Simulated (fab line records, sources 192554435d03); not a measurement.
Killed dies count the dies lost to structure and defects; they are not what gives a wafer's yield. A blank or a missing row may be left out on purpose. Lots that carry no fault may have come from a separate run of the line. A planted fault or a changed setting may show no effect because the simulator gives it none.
The same fault as seen by 3 desks || flow n5Finfet || what lay behind the numbers comes last; until then each desk has only its own

METROLOGY DESK
What the gauges read, lot by lot, whatever tool the lot ran on: means of the sampled wafers that have a number. Marked OUT: a lot whose mean sits more than 4 standard deviations from the usual mean, which makes it out of limits; the brackets give that distance. Only the readings that lie furthest out on some lot appear, 7 of the 12 it has.
Columns: A = DIBL_N at N5_BEOL_M4_RC_MEAS_101, usual 35.9 mV/V; B = DIBL_P at N5_BEOL_M4_RC_MEAS_101, usual 35.8 mV/V; C = IOFF_N at N5_BEOL_M4_RC_MEAS_101, usual 0.15 nA/um; D = ION_N at N5_BEOL_M4_RC_MEAS_101, usual 672 uA/um; E = SS_N at N5_BEOL_M4_RC_MEAS_101, usual 71.5 mV/dec; F = SS_P at N5_BEOL_M4_RC_MEAS_101, usual 73.2 mV/dec; G = VT_N at N5_BEOL_M4_RC_MEAS_101, usual 250 mV
{"lot": "L177", "first seen here": "day 5 21:03", "A": 35.9, "B": 36.5, "C": 0.16, "D": 669, "E": 71.0, "F": 73.3, "G": 250}
{"lot": "L179", "first seen here": "day 6 11:14", "A": 36.2, "B": 35.2, "C": 0.13, "D": 664, "E": 71.4, "F": 72.9, "G": 253}
{"lot": "L187", "first seen here": "day 8 09:50", "A": 38.6, "B": 37.7, "C": 0.18, "D": 677, "E": 72.7, "F": 74.1, "G": 247}
{"lot": "L188", "first seen here": "day 8 15:35", "A": 37.7, "B": 37.5, "C": 0.17, "D": 685, "E": 72.0, "F": 73.7, "G": 250}
{"lot": "L190", "first seen here": "day 9 03:57", "A": 33.5, "B": 32.9, "C": 0.13, "D": 673, "E": 70.0, "F": 72.2, "G": 252}
{"lot": "L192", "first seen here": "day 9 18:32", "A": 36.5, "B": 37.0, "C": 0.16, "D": 682, "E": 72.0, "F": 74.1, "G": 249}
This desk's finding: nothing out of limits on any of the 6 lots.

THE DEFECT DESK
Per lot, the means of the sampled wafers with a number show what the inspections along the route counted. Marked OUT: a lot whose mean sits more than 4 standard deviations from the usual mean, which makes it out of limits; the brackets give that distance.
Columns: A = rawDefectCount at N5_HKMG_FIN_INSPECT_14, usual 2.2
{"lot": "L177", "first seen here": "day 5 21:07", "A": 3.0}
{"lot": "L179", "first seen here": "day 6 11:18", "A": 1.3}
{"lot": "L187", "first seen here": "day 8 09:53", "A": 2.0}
{"lot": "L188", "first seen here": "day 8 15:38", "A": 1.3}
{"lot": "L190", "first seen here": "day 9 04:01", "A": 1.7}
{"lot": "L192", "first seen here": "day 9 18:35", "A": 2.7}
This desk's finding: nothing out of limits on any of the 6 lots.

FOR THE TOOL OWNER'S DESK: rieDiel-05
The tool's own readings at N5_HKMG_FIN_ETCH_32 (etches SOC in N2/H2, target depth 240 nm, time 300 s): means of the sampled wafers that have a number, for each lot that ran on this tool. Marked OUT: a lot whose mean sits more than 4 standard deviations from the usual mean, which makes it out of limits; the brackets give that distance.
Columns: A = drypumpMotorCurrentA at N5_HKMG_FIN_ETCH_32, usual 5.8 A; B = oesProductAu at N5_HKMG_FIN_ETCH_32, usual 0.78 a.u.; C = rfFwdPowerW at N5_HKMG_FIN_ETCH_32, usual 838.1 W; D = rfVppV at N5_HKMG_FIN_ETCH_32, usual 523.1 V; E = showerheadPlenumPTorr at N5_HKMG_FIN_ETCH_32, usual 2.51 Torr; F = throttleValvePct at N5_HKMG_FIN_ETCH_32, usual 17.92 %
{"lot": "L177", "first seen here": "day 5 21:14", "A": 5.8, "B": 0.77, "C": 838.8, "D": 522.8, "E": 2.49, "F": 17.97}
{"lot": "L179", "first seen here": "day 6 11:25", "A": 6.0, "B": 0.75, "C": 837.3, "D": 521.9, "E": 2.46, "F": 18.12}
{"lot": "L187", "first seen here": "day 8 10:01", "A": 5.9, "B": 0.80, "C": "904.6 (+27) OUT", "D": "512.3 (-4.2) OUT", "E": 2.53, "F": 17.91}
{"lot": "L188", "first seen here": "day 8 15:46", "A": 5.9, "B": 0.80, "C": "905.4 (+27) OUT", "D": "511.3 (-4.6) OUT", "E": 2.53, "F": 17.91}
This desk's finding: out of limits on L187, L188; first on L187, day 8 10:01 (rfFwdPowerW at N5_HKMG_FIN_ETCH_32). Within limits: L177, L179.

ALL TOGETHER
An alarm could have come from the tool owner's desk at day 8 10:01, on L187, L188.
Nothing out of limits was seen by the metrology desk.
The defect desk saw nothing out of limits.
The metrology desk holds a record of L187, L188, inside its limits.
The defect desk has L187, L188 on record, within its limits.
Every lot named ran N5_HKMG_FIN_ETCH_32 on rieDiel-05.

WHAT THE SIMULATOR PUT IN
rieDiel-05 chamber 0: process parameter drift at N5_HKMG_FIN_ETCH_32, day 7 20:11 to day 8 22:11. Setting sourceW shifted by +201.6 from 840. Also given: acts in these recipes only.
Struck lots among those shown: L187, L188.
Hours from the fault's start to each desk's first reading out of limits: the tool owner's desk, 14.
